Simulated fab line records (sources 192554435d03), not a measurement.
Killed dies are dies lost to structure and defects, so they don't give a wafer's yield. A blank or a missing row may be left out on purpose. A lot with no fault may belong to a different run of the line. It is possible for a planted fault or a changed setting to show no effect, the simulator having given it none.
One fault through the eyes of 3 desks | flow n5Finfet | numbers are kept per desk, each desk with only its own; the story behind them comes last

== THE DEFECT DESK ==
Inspection counts along the route, by lot: the mean over sampled wafers that carry a number. Any lot whose mean is over 4 standard deviations away from the usual mean is out of limits and marked OUT; that distance is given in the brackets.
Columns: A = rawDefectCount at N5_BEOL_M6_INSPECT_58, usual 74; B = rawDefectCount at N5_BEOL_M7_INSPECT_13, usual 398; C = rawDefectCount at N5_BEOL_M7_INSPECT_30, usual 402
lot  | first seen here | A             | B              | C
L418 | day 10 02:48    | 65            | 369            | 360
L417 | day 10 05:23    | 51            | 340            | 353
L421 | day 10 10:40    | 79            | 397            | 438
L422 | day 11 08:44    | 73            | 438            | 438
L426 | day 12 11:04    | 669 (+27) OUT | 955 (+6.5) OUT | 955 (+6.1) OUT
L430 | day 12 23:20    | 373 (+14) OUT | 756 (+4.2) OUT | 744
L435 | day 14 10:29    | 69            | 309            | 329
L436 | day 14 16:15    | 62            | 340            | 345
L438 | day 15 10:20    | 66            | 408            | 392
L437 | day 15 14:12    | 131           | 438            | 433
This desk's finding: out of limits on L426, L430; first on L426, day 12 11:04 (rawDefectCount at N5_BEOL_M6_INSPECT_58). Within limits: L418, L417, L421, L422, L435, L436, L438, L437.

== FOR THE TOOL OWNER'S DESK: cmp-01 ==
The tool's own readings at N5_BEOL_M6_CMP_52 (polishes, stops on SiCOH lowk, t overpolish 6.9 s, target thk 80 nm): means of the sampled wafers that have a number, for each lot that ran on this tool. Any lot whose mean is over 4 standard deviations away from the usual mean is out of limits and marked OUT; that distance is given in the brackets.
Columns: A = barrierFieldEndpointS at N5_BEOL_M6_CMP_52, usual 28.7 s; B = motorCurrentA at N5_BEOL_M6_CMP_52, usual 6.0 A; C = overpolishRunS at N5_BEOL_M6_CMP_52, usual 6.899 s; D = timeToEndpointS at N5_BEOL_M6_CMP_52, usual 61 s
lot  | first seen here | A    | B   | C     | D
L421 | day 10 10:13    | 28.4 | 5.8 | 6.904 | 63
L422 | day 11 08:17    | 29.2 | 6.5 | 6.893 | 64
L426 | day 12 10:37    | 28.2 | 6.0 | 6.892 | 60
L430 | day 12 22:55    | 27.9 | 5.8 | 6.900 | 60
Finding of this desk: none of the 4 lots has anything out of limits.

== AT THE METROLOGY DESK ==
Lot by lot, what the gauges showed, no matter which tool ran the lot: averages of those sampled wafers that carry a number. Any lot whose mean is over 4 standard deviations away from the usual mean is out of limits and marked OUT; that distance is given in the brackets.
Columns: A = M7_ILD_THK at N5_BEOL_M7_THK_MEAS_01, usual 154.2 nm
lot  | first seen here | A
L418 | day 10 03:27    | 155.0
L417 | day 10 06:00    | 151.5
L421 | day 10 11:46    | 154.4
L422 | day 11 09:20    | 155.4
L426 | day 12 11:58    | 154.0
L430 | day 12 23:57    | 152.9
L435 | day 14 11:06    | 152.2
L436 | day 14 16:52    | 155.3
L438 | day 15 10:58    | 154.8
L437 | day 15 14:49    | 152.4
Finding of this desk: none of the 10 lots has anything out of limits.

== BROUGHT TOGETHER ==
The defect desk could have raised an alarm at day 12 11:04, on L426, L430.
The tool owner's desk saw nothing out of limits.
The metrology desk saw nothing out of limits.
On record at the tool owner's desk: L426, L430, within its limits.
The metrology desk holds a record of L426, L430, inside its limits.
N5_BEOL_M6_CMP_52 was run on cmp-01 by each of the lots named.

== WHAT THE SIMULATOR HAD PUT IN ==
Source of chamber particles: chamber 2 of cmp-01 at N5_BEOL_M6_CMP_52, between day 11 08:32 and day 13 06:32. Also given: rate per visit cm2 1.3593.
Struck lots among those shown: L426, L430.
Hours from the fault's start to each desk's first reading out of limits: the defect desk, 27.
